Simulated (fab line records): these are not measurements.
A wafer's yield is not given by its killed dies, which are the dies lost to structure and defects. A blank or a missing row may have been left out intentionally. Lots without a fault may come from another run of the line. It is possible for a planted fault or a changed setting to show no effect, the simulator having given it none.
Which of the tools did it?	flow nand-harc	72 wafers from 24 lots sampled at 6 of the route's 1159 steps

== WHAT THE GAUGES SHOWED, per wafer ==
Not one reading of a measure or inspect step in the record can be checked against a usual standard deviation.

== EACH LOT AND THE TOOL THAT RAN IT (in order: tool; ch and the chambers of the sampled wafers; start) ==
lot	NHARC_P_GATE_DESCUM_48	NHARC_P_GATE_RTA_82	NHARC_P_M0_DEP_32	NHARC_P_M1_ETCH_28	NHARC_P_M1_ANNEAL_31	NHARC_P_M2_PRE_CLEAN_32
L074	rie-diel-11 ch 0,1, day 5 10:04	rtp-anneal-02 ch 0, day 5 16:16	pecvd-04 ch 0,1, day 6 05:54	rie-diel-12 ch 0,1,3, day 6 09:01 or earlier	rtp-anneal-01 ch 0, day 6 09:01	pecvd-04 ch 0,2, day 6 14:19
L075	rie-diel-11 ch 1,2,3, day 5 11:05	rtp-anneal-02 ch 0, day 5 17:44	pecvd-04 ch 1,2, day 6 07:08	rie-diel-10 ch 1,2, day 6 10:28 or earlier	rtp-anneal-02 ch 0, day 6 10:28	pecvd-04 ch 0,2, day 6 15:29
L076	rie-diel-11 ch 1,2,3, day 5 14:37	rtp-anneal-02 ch 0, day 5 20:43	pecvd-01 ch 0,1,2, day 6 07:37	rie-diel-02 ch 0,2,3, day 6 11:38 or earlier	rtp-anneal-01 ch 0, day 6 11:38	pecvd-01 ch 0,1,2, day 6 16:49
L077	rie-diel-11 ch 2,3, day 6 03:59	rtp-anneal-01 ch 0, day 6 10:19	pecvd-03 ch 0,2, day 6 20:58	rie-diel-12 ch 0,1,2, day 7 00:20 or earlier	rtp-anneal-01 ch 0, day 7 00:20	pecvd-04 ch 1,2, day 7 05:45
L078	rie-diel-06 ch 1,2, day 6 04:24	rtp-anneal-01 ch 0, day 6 10:38	pecvd-03 ch 0,2, day 6 21:22	rie-diel-02 ch 1,2, day 7 00:43 or earlier	rtp-anneal-02 ch 0, day 7 00:43	pecvd-01 ch 0,1, day 7 06:05
L079	rie-diel-11 ch 0,2, day 6 07:02	rtp-anneal-01 ch 0, day 6 13:47	pecvd-03 ch 0,1,2, day 6 22:39	rie-diel-12 ch 1,2, day 7 02:05 or earlier	rtp-anneal-02 ch 0, day 7 02:05	pecvd-03 ch 0,1, day 7 07:04
L080	rie-diel-06 ch 1,2,3, day 6 20:52	rtp-anneal-02 ch 0, day 7 02:58	pecvd-03 ch 0,1,2, day 7 12:02	rie-diel-10 ch 2,3, day 7 15:21 or earlier	rtp-anneal-01 ch 0, day 7 15:21	pecvd-04 ch 0,2, day 7 21:21
L081	rie-diel-11 ch 1,2,3, day 6 22:51	rtp-anneal-01 ch 0, day 7 05:21	pecvd-04 ch 0,2, day 7 15:32	rie-diel-02 ch 0,2, day 7 18:16	rtp-anneal-01 ch 0, day 7 20:08	pecvd-04 ch 1,2, day 8 01:20
L082	rie-diel-05 ch 1,2, day 7 03:07	rtp-anneal-02 ch 0, day 7 09:37	pecvd-04 ch 0,1,2, day 7 18:54	rie-diel-10 ch 1,2, day 7 22:16 or earlier	rtp-anneal-01 ch 0, day 7 22:16	pecvd-03 ch 0,2, day 8 03:14
L083	rie-diel-11 ch 0,3, day 7 13:13	rtp-anneal-01 ch 0, day 7 20:26	pecvd-01 ch 0,1,2, day 8 07:45	rie-diel-12 ch 1,2,3, day 8 11:02 or earlier	rtp-anneal-02 ch 0, day 8 11:02	pecvd-04 ch 0,1,2, day 8 16:11
L084	rie-diel-11 ch 1,2,3, day 7 18:04	rtp-anneal-01 ch 0, day 8 00:39	pecvd-01 ch 0,1, day 8 09:22	rie-diel-12 ch 0,1, day 8 12:23 or earlier	rtp-anneal-02 ch 0, day 8 12:23	pecvd-03 ch 0,1,2, day 8 17:32
L087	rie-diel-06 ch 0,1,3, day 8 07:48	rtp-anneal-01 ch 0, day 8 14:27	pecvd-04 ch 1,2, day 9 02:06	rie-diel-12 ch 1,2,3, day 9 05:28 or earlier	rtp-anneal-02 ch 0, day 9 05:28	pecvd-03 ch 0,1, day 9 10:25
L085	rie-diel-11 ch 0,2,3, day 8 08:46	rtp-anneal-01 ch 0, day 8 15:11	pecvd-03 ch 0,1,2, day 9 02:58	rie-diel-12 ch 0,1,2, day 9 06:11 or earlier	rtp-anneal-01 ch 0, day 9 06:11	pecvd-01 ch 0,1, day 9 11:13
L086	rie-diel-11 ch 0,3, day 8 10:22	rtp-anneal-01 ch 0, day 8 16:37	pecvd-04 ch 1,2, day 9 03:09	rie-diel-10 ch 0,3, day 9 06:17 or earlier	rtp-anneal-02 ch 0, day 9 06:17	pecvd-03 ch 1,2, day 9 11:16
L088	rie-diel-11 ch 0,2, day 8 14:59	rtp-anneal-01 ch 0, day 8 21:11	pecvd-03 ch 0,1, day 9 06:01	rie-diel-10 ch 0,3, day 9 09:12 or earlier	rtp-anneal-01 ch 0, day 9 09:12	pecvd-03 ch 0,2, day 9 14:11
L089	rie-diel-06 ch 0,3, day 9 02:14	rtp-anneal-02 ch 0, day 9 08:31	pecvd-01 ch 0,2, day 9 23:58	rie-diel-10 ch 0,3, day 10 03:02 or earlier	rtp-anneal-02 ch 0, day 10 03:02	pecvd-04 ch 0,1,2, day 10 08:08
L090	rie-diel-06 ch 0,3, day 9 02:54	rtp-anneal-02 ch 0, day 9 09:20	pecvd-03 ch 0,1,2, day 10 04:46	rie-diel-10 ch 1,3, day 10 07:51 or earlier	rtp-anneal-01 ch 0, day 10 07:51	pecvd-04 ch 0,1, day 10 12:55
L091	rie-diel-11 ch 0,2,3, day 9 11:39	rtp-anneal-02 ch 0, day 9 18:22	pecvd-04 ch 0,1, day 10 07:07	rie-diel-10 ch 0,1,2, day 10 10:20 or earlier	rtp-anneal-01 ch 0, day 10 10:20	pecvd-04 ch 0,1,2, day 10 15:22
L092	rie-diel-05 ch 0,2,3, day 9 18:26	rtp-anneal-02 ch 0, day 10 01:00	pecvd-04 ch 0,1,2, day 10 13:22	rie-diel-12 ch 0,1,2, day 10 16:52 or earlier	rtp-anneal-01 ch 0, day 10 16:52	pecvd-04 ch 1,2, day 10 22:04
L093	rie-diel-06 ch 1,2, day 9 21:32	rtp-anneal-02 ch 0, day 10 03:40	pecvd-01 ch 1,2, day 10 14:09	rie-diel-12 ch 0,2,3, day 10 17:28 or earlier	rtp-anneal-01 ch 0, day 10 17:28	pecvd-03 ch 1,2, day 10 22:37
L094	rie-diel-05 ch 1,2, day 9 21:43	rtp-anneal-02 ch 0, day 10 04:05	pecvd-03 ch 0,1,2, day 10 14:21	rie-diel-10 ch 0,2,3, day 10 17:47 or earlier	rtp-anneal-02 ch 0, day 10 17:47	pecvd-03 ch 0,1,2, day 10 22:56
L095	rie-diel-11 ch 0,1, day 10 15:55	rtp-anneal-01 ch 0, day 10 22:00	pecvd-04 ch 1,2, day 11 06:43	rie-diel-02 ch 0,1,3, day 11 09:56 or earlier	rtp-anneal-01 ch 0, day 11 09:56	pecvd-04 ch 1,2, day 11 14:58
L097	rie-diel-11 ch 0,2, day 11 01:26	rtp-anneal-02 ch 0, day 11 07:45	pecvd-03 ch 1,2, day 11 16:24	rie-diel-02 ch 1,3, day 11 19:35 or earlier	rtp-anneal-01 ch 0, day 11 19:35	pecvd-04 ch 1,2, day 12 00:35
L096	rie-diel-05 ch 0,2, day 11 02:17	rtp-anneal-01 ch 0, day 11 08:49	pecvd-04 ch 0,1, day 11 17:58	rie-diel-12 ch 1,2, day 11 21:41 or earlier	rtp-anneal-02 ch 0, day 11 21:41	pecvd-04 ch 0,1, day 12 02:41
- NHARC_P_GATE_DESCUM_48: chemistry O2, time 3 s.
- NHARC_P_GATE_RTA_82: time 30 s.
- NHARC_P_M0_DEP_32: deposits SiCN, target thk 30 nm.
- NHARC_P_M1_ETCH_28: etches the open film in CF4/N2, target depth 30 nm, time 72.99 s.
- NHARC_P_M1_ANNEAL_31: time 90 s.
- NHARC_P_M2_PRE_CLEAN_32: time 12 s.

== WHAT THE TOOLS THEMSELVES READ (means of the sampled wafers that have a number; where no wafer has one, the mark that the record gives instead) ==
NHARC_P_GATE_DESCUM_48. Usual: drypump-motor-current-A 5.56 A, standard deviation 0.3; oes-product-au 0.999 a.u., standard deviation 0.012; rf-vpp-V 57.6 V, standard deviation 0.74; showerhead-plenum-p-Torr 1.87 Torr, standard deviation 0.081; throttle-valve-pct 11.310 %, standard deviation 0.0086.
lot	tool	drypump-motor-current-A (A)	oes-product-au (a.u.)	rf-vpp-V (V)	showerhead-plenum-p-Torr (Torr)	throttle-valve-pct (%)	flag
L074	rie-diel-11	5.70	1.014	56.9	1.81	11.314	
L075	rie-diel-11	5.36	0.989	56.7	1.86	11.309	
L076	rie-diel-11	5.39	0.994	57.3	1.86	11.311	
L077	rie-diel-11	5.17	0.988	57.7	1.87	11.308	
L078	rie-diel-06	6.05	1.005	57.7	1.88	11.305	
L079	rie-diel-11	5.35	1.001	57.8	1.85	11.304	
L080	rie-diel-06	5.95	0.993	58.3	1.94	11.314	
L081	rie-diel-11	5.36	0.989	57.4	1.86	11.308	
L082	rie-diel-05	5.63	0.997	57.8	1.99	11.311	
L083	rie-diel-11	5.29	1.005	57.6	1.81	11.311	
L084	rie-diel-11	5.36	0.990	57.9	1.86	11.314	
L087	rie-diel-06	5.73	0.998	57.8	1.91	11.307	
L085	rie-diel-11	5.32	1.008	57.7	1.83	11.310	
L086	rie-diel-11	5.28	0.995	57.3	1.81	11.315	
L088	rie-diel-11	5.35	0.992	57.6	1.85	11.309	
L089	rie-diel-06	5.63	0.995	57.9	1.94	11.317	
L090	rie-diel-06	5.52	1.007	57.7	1.87	11.310	
L091	rie-diel-11	5.31	1.006	57.7	1.83	11.318	
L092	rie-diel-05	5.57	0.996	57.6	1.98	11.312	
L093	rie-diel-06	6.08	0.988	57.4	1.90	11.308	
L094	rie-diel-05	5.63	1.006	57.5	1.99	11.309	
L095	rie-diel-11	5.65	1.012	58.3	1.81	11.309	
L097	rie-diel-11	5.33	0.999	57.6	1.85	11.305	
L096	rie-diel-05	5.66	0.991	57.4	1.89	11.311	

NHARC_P_GATE_RTA_82. Usual: lamp-power-pct 3.90 %, standard deviation 0.16; lamp_zone_1_pct 3.90 %, standard deviation 0.16; lamp_zone_5_pct 3.92 %, standard deviation 0.16; wafer_temp_C_max 451.8, standard deviation 0.42.
lot	tool	lamp-power-pct (%)	lamp_zone_1_pct (%)	lamp_zone_5_pct (%)	wafer_temp_C_max	flag
L074	rtp-anneal-02	4.07	4.07	4.08	451.8	
L075	rtp-anneal-02	4.06	4.06	4.08	451.6	
L076	rtp-anneal-02	4.06	4.06	4.08	451.7	
L077	rtp-anneal-01	3.74	3.74	3.75	452.0	
L078	rtp-anneal-01	3.74	3.74	3.75	452.1	
L079	rtp-anneal-01	3.74	3.74	3.76	452.0	
L080	rtp-anneal-02	4.06	4.07	4.08	451.7	
L081	rtp-anneal-01	3.73	3.74	3.75	451.8	
L082	rtp-anneal-02	4.06	4.07	4.08	452.0	
L083	rtp-anneal-01	3.74	3.74	3.76	452.3	
L084	rtp-anneal-01	3.74	3.74	3.75	451.9	
L087	rtp-anneal-01	3.74	3.74	3.76	451.8	
L085	rtp-anneal-01	3.74	3.74	3.75	451.7	
L086	rtp-anneal-01	3.74	3.74	3.76	451.8	
L088	rtp-anneal-01	3.74	3.74	3.75	451.8	
L089	rtp-anneal-02	4.06	4.06	4.08	451.7	
L090	rtp-anneal-02	4.07	4.06	4.08	452.0	
L091	rtp-anneal-02	4.07	4.07	4.08	451.3	
L092	rtp-anneal-02	4.07	4.07	4.08	451.6	
L093	rtp-anneal-02	4.06	4.06	4.09	451.5	
L094	rtp-anneal-02	4.07	4.07	4.09	451.9	
L095	rtp-anneal-01	3.74	3.74	3.75	452.1	
L097	rtp-anneal-02	4.06	4.06	4.08	451.7	
L096	rtp-anneal-01	3.74	3.74	3.75	452.0	

NHARC_P_M0_DEP_32. Usual: chamber-pressure-Torr 3.000 Torr, standard deviation 0.0061; heater-power-outer-w 320 W, standard deviation 34; heater-power-w 578 W, standard deviation 57; showerhead-vpp-V 1328 V, standard deviation 96.
lot	tool	chamber-pressure-Torr (Torr)	heater-power-outer-w (W)	heater-power-w (W)	showerhead-vpp-V (V)	flag
L074	pecvd-04	3.006	293	562	1330	
L075	pecvd-04	2.996	348	644	1445	
L076	pecvd-01	3.000	311	533	1349	
L077	pecvd-03	3.002	331	594	1219	
L078	pecvd-03	2.996	304	558	1208	
L079	pecvd-03	2.999	316	560	1258	
L080	pecvd-03	3.000	290	524	1264	
L081	pecvd-04	2.998	336	604	1410	
L082	pecvd-04	2.999	361	670	1390	
L083	pecvd-01	2.992	352	587	1340	
L084	pecvd-01	3.001	363	579	1336	
L087	pecvd-04	2.999	321	611	1424	
L085	pecvd-03	3.001	288	520	1244	
L086	pecvd-04	2.998	333	637	1425	
L088	pecvd-03	3.000	275	498	1223	
L089	pecvd-01	3.002	317	565	1294	
L090	pecvd-03	3.000	313	572	1255	
L091	pecvd-04	3.001	323	606	1353	
L092	pecvd-04	3.000	336	619	1386	
L093	pecvd-01	2.998	331	592	1324	
L094	pecvd-03	3.002	300	547	1263	
L095	pecvd-04	3.005	372	667	1445	
L097	pecvd-03	2.999	293	542	1320	
L096	pecvd-04	2.998	341	648	1364	

NHARC_P_M1_ETCH_28. Usual: drypump-motor-current-A 5.5 A, standard deviation 0.52; oes-product-au 1.001 a.u., standard deviation 0.014; rf-vpp-V 314.2 V, standard deviation 1.7; showerhead-plenum-p-Torr 2.64 Torr, standard deviation 0.09; throttle-valve-pct 19.794 %, standard deviation 0.0089.
lot	tool	drypump-motor-current-A (A)	oes-product-au (a.u.)	rf-vpp-V (V)	showerhead-plenum-p-Torr (Torr)	throttle-valve-pct (%)	flag
L074	rie-diel-12	5.6	1.001	313.9	2.60	19.791	
L075	rie-diel-10	5.1	0.989	314.4	2.64	19.794	
L076	rie-diel-02	5.4	0.997	313.4	2.63	19.794	
L077	rie-diel-12	5.4	0.996	314.5	2.67	19.797	
L078	rie-diel-02	6.0	1.004	313.1	2.57	19.791	
L079	rie-diel-12	5.1	0.994	316.1	2.75	19.783	
L080	rie-diel-10	4.9	0.985	315.2	2.71	19.799	
L081	rie-diel-02	5.7	0.998	314.8	2.69	19.799	
L082	rie-diel-10	5.0	0.983	314.5	2.67	19.797	
L083	rie-diel-12	5.3	1.003	315.2	2.67	19.793	
L084	rie-diel-12	5.8	0.996	313.1	2.60	19.791	
L087	rie-diel-12	5.3	1.012	314.6	2.67	19.784	
L085	rie-diel-12	5.5	1.002	313.8	2.67	19.794	
L086	rie-diel-10	5.6	0.990	314.0	2.67	19.780	
L088	rie-diel-10	6.0	0.998	313.4	2.60	19.794	
L089	rie-diel-10	6.1	0.990	313.2	2.60	19.803	
L090	rie-diel-10	5.3	1.011	314.6	2.66	19.799	
L091	rie-diel-10	5.5	0.995	313.5	2.61	19.808	
L092	rie-diel-12	5.5	1.004	315.6	2.67	19.790	
L093	rie-diel-12	5.4	1.008	314.9	2.65	19.796	
L094	rie-diel-10	5.5	0.989	314.0	2.65	19.785	
L095	rie-diel-02	5.6	1.007	315.3	2.64	19.787	
L097	rie-diel-02	5.2	1.002	313.2	2.59	19.794	
L096	rie-diel-12	5.3	1.013	315.1	2.69	19.791	

NHARC_P_M1_ANNEAL_31. Usual: wafer_temp_C_max at 225.93, with a standard deviation of 0.23.
lot	tool	wafer_temp_C_max	flag
L074	rtp-anneal-01	225.92	
L075	rtp-anneal-02	226.10	
L076	rtp-anneal-01	225.75	
L077	rtp-anneal-01	226.02	
L078	rtp-anneal-02	226.08	
L079	rtp-anneal-02	226.07	
L080	rtp-anneal-01	225.95	
L081	rtp-anneal-01	226.11	
L082	rtp-anneal-01	225.90	
L083	rtp-anneal-02	226.01	
L084	rtp-anneal-02	225.89	
L087	rtp-anneal-02	225.96	
L085	rtp-anneal-01	225.75	
L086	rtp-anneal-02	225.71	
L088	rtp-anneal-01	226.06	
L089	rtp-anneal-02	226.05	
L090	rtp-anneal-01	225.74	
L091	rtp-anneal-01	225.84	
L092	rtp-anneal-01	226.12	
L093	rtp-anneal-01	225.68	
L094	rtp-anneal-02	225.78	
L095	rtp-anneal-01	225.97	
L097	rtp-anneal-01	225.79	
L096	rtp-anneal-02	225.87	

NHARC_P_M2_PRE_CLEAN_32. Usual: heater-power-outer-w 364 W, standard deviation 42; heater-power-w 640 W, standard deviation 65.
lot	tool	heater-power-outer-w (W)	heater-power-w (W)	flag
L074	pecvd-04	330	597	
L075	pecvd-04	338	608	
L076	pecvd-01	382	624	
L077	pecvd-04	338	642	
L078	pecvd-01	422	675	
L079	pecvd-03	343	603	
L080	pecvd-04	355	639	
L081	pecvd-04	365	667	
L082	pecvd-03	361	633	
L083	pecvd-04	371	662	
L084	pecvd-03	348	609	
L087	pecvd-03	362	646	
L085	pecvd-01	396	629	
L086	pecvd-03	348	614	
L088	pecvd-03	365	634	
L089	pecvd-04	369	671	
L090	pecvd-04	352	624	
L091	pecvd-04	374	669	
L092	pecvd-04	383	687	
L093	pecvd-03	335	596	
L094	pecvd-03	336	597	
L095	pecvd-04	424	735	
L097	pecvd-04	417	739	
L096	pecvd-04	351	645	

== THE ANSWER, worked out from the rows above alone ==
Rule: a lot counts as off when the mean over its wafers that have a number is more than 3 standard deviations away from the usual mean. Also off: a lot with no number at a reading for which 4 or more lots have one. Any other lot the step has rows for is counted as sound. First the gauges in route order, then the tools' own readings, where a lot's mean is used as printed above. The first step at which some lot is off is used, and at that step the reading that is off furthest; a lot without a number counts as furthest.
None of the lots is off at any reading shown; this tells nothing.

== WHAT WAS PUT IN BY THE SIMULATOR ==
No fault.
